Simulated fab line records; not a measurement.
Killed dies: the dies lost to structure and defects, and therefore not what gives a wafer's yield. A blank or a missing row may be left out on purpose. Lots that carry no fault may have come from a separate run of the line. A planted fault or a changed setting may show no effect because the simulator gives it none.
Comparing a struck lot with a sound one :: flow n5Finfet :: 36 out of 1938 route steps
Sound: wafers L442.2, L442.3, L442.5. The struck wafers were L460.1, L460.4, L460.6. The cause is named last.
Each step with rows lists, per side, the tool, then ch with its chambers, then its first start. Under that, the readings that differ: sound wafers :: struck wafers :: difference of the means :: sigmas: that difference in standard deviations of wafers without a fault.
alike: words and numbers the same on both sides, and readings whose means are apart by under 2 such deviations; not compared: readings that were withheld, readings missing a value for some wafer, numbers with overlapping values and no deviation given by the record, and bounds like >300 which may hide the same value.
A row with sigmas, a row that says differs or no value, or rows on one side alone: a step with any of these is where the two part. Numbers that have no deviation but don't overlap get no sigmas and don't part them. A reading that every wafer of one side lacks parts them only if that side has two wafers or more.

first, 9 steps without rows for these wafers: N5_BEOL_M4_ANNEAL_95 (time 240 s); N5_BEOL_M4_SPUTTER_96 (material Cu, target thk 4.5 nm, time 8.29 s); N5_BEOL_M4_ECD_50 (material Cu, target thk 300 nm); N5_BEOL_M4_ANNEAL_51 (time 90 s); N5_BEOL_M4_CMP_52 (polishes, stops on SiOC, t overpolish 6.8 s, target thk 40 nm); N5_BEOL_M4_PRE_CLEAN_60 (time 15 s); N5_BEOL_M4_CO_CAP_55 (material Co, precursor CCTBA/H2, target thk 2 nm, time 102.1 s); N5_BEOL_M4_PRE_CLEAN_56 (time 15 s); N5_BEOL_M4_DEP_57 (deposits SiCN from 3MS/NH3, target thk 8 nm, time 14 s).
N5_BEOL_M4_RC_MEAS_101:
  sound on prober-01 ch 0, day 8 18:52; struck on prober-01 ch 0, day 13 10:44
  alike: DIBL_N, DIBL_P, IOFF_N, IOFF_P, ION_N, ION_P, SS_N, SS_P, VT_N, VT_P
then, 24 steps without rows for these wafers: N5_BEOL_M5_ILD_DEP_00 (deposits SiCOH lowk from DEMS/porogen, target thk 140.64 nm, time 25.9 s); N5_BEOL_M5_CURE_79 (cures SiCOH lowk, time 240 s); N5_BEOL_M5_PECVD_70 (deposits SiO2 from TEOS/O2, target thk 16 nm, time 18 s); N5_BEOL_M5_HM_DEP_02 (deposits TiN, target thk 20 nm); N5_BEOL_M5_COAT_59 (time 60 s, resist thk 60 nm); N5_BEOL_M5_COAT_60 (time 60 s, resist thk 12 nm); N5_BEOL_M5_COAT_71 (time 60 s, resist thk 5 nm); N5_BEOL_M5_COAT_05 (resist thk 30 nm); N5_BEOL_M5_EBR_07; N5_BEOL_M5_SOFTBAKE_06 (time 60 s); N5_BEOL_M5_EXPOSE_08 (exposes mask M5, target cd 28 nm); N5_BEOL_M5_PEB_09 (peb time 60 s); N5_BEOL_M5_DEVELOP_10 (develop time 30 s); N5_BEOL_M5_DESCUM_16 (chemistry O2, time 7 s); N5_BEOL_M5_ETCH_72 (etches underlayer in N2/H2, target depth 6.5 nm, time 5.2 s); N5_BEOL_M5_ETCH_61 (etches SiARC in CF4, target depth 15.6 nm, time 26 s); N5_BEOL_M5_ETCH_62 (etches SOC in N2/H2, target depth 75 nm, overetch 15 nm, time 112.5 s); N5_BEOL_M5_STRIP_63 (strips in N2/H2); N5_BEOL_M5_STRIP_73 (strips in N2/H2); N5_BEOL_M5_STRIP_64 (strips in CF4); N5_BEOL_M5_HM_OPEN_17 (chemistry Cl2/BCl3, target TiN, target depth 20 nm, overetch 6 nm); N5_BEOL_M5_STRIP_19 (strips in O2); N5_BEOL_M5_COAT_65 (time 60 s, resist thk 60 nm); N5_BEOL_M5_COAT_66 (time 60 s, resist thk 12 nm).
-- here the record skips 4 days between the struck wafers' starts before and after, leaving off in module BEOL_M5 and picking up in module PASSIVATION (first step shown: number 1930 of the route) --
N5_PASSIVATION_ETCH_54: etches SiO2 in CHF3/O2, target depth 880 nm, time 440 s.
  sound on rieDiel-04 ch 1,2,3, day 12 19:17; struck on rieDiel-03 ch 1,2, day 17 22:42
  no value came back on the struck wafers for any of 8 readings (CHF3_flow_sccm (sccm), O2_flow_sccm (sccm) and others); on the sound wafers CHF3_flow_sccm (sccm) reads 50.04 50.06 50.10
  not compared: rfHoursCounterH
N5_PASSIVATION_PROBE_49:
  rows exist in the record for the struck wafers here (prober-02, day 18 01:31), but not for the sound ones

## WHERE THEY PART
First at N5_PASSIVATION_ETCH_54; last, within this record, at N5_PASSIVATION_PROBE_49.

WHY: what the simulator had put in
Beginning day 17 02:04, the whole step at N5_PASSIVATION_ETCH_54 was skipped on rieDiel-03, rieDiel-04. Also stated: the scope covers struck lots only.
